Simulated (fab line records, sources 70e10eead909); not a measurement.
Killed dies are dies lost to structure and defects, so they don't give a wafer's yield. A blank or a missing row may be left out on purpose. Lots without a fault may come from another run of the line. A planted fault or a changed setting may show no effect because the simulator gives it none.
Chamber matching | flow nand_harc | NHARC_A_CHANNEL_HOLE_D2_ETCH_44 on rie_diel-02: 4 sister chambers
The step etches the open film in CF4/O2, target depth 140 nm, overetch 14 nm, time 77 s. 4 wafers are shown with their chamber, then 9 later ones without.

WAFERS WITH THEIR CHAMBER
wafer  | chamber | drypump_motor_current_A (A)
L086.3 | 3       | 6.2
L087.2 | 2       | 5.3
L087.4 | 0       | 5.6
L087.5 | 1       | 5.4

WAFERS WITHOUT THEIR CHAMBER
wafer  | drypump_motor_current_A (A)
L088.1 | 5.6
L088.4 | 5.3
L088.5 | 5.5
L095.1 | 5.3
L095.2 | 6.2
L095.5 | 5.5
L097.2 | 5.3
L097.3 | 6.2
L097.5 | 5.6

WHICH CHAMBER EACH WENT THROUGH
wafer  | from the rows above     | in truth
L088.1 | 0                       | 0
L088.4 | 2                       | 2
L088.5 | can't be placed: 0 or 1 | 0
L095.1 | 2                       | 2
L095.2 | 3                       | 3
L095.5 | can't be placed: 0 or 1 | 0
L097.2 | 2                       | 2
L097.3 | 3                       | 3
L097.5 | 0                       | 0
Placed correctly: 7 of 9. Can't be placed from these rows: 2 (the true chamber is among the candidates in 2). Placed wrongly: 0.
How it was worked out, from the rows above alone: a wafer's distance from a chamber is the root of the sum, over the readings, of the square of ((its reading less the chamber's mean) divided by the reading's scatter). The wafer belongs to the nearest chamber; if the next one is less than 2 further off, it can't be placed. A chamber's mean is the mean of its shown wafers. The scatter: with one shown wafer a chamber, the root of the mean of the squares of how far each hidden wafer lies from its nearest shown one.
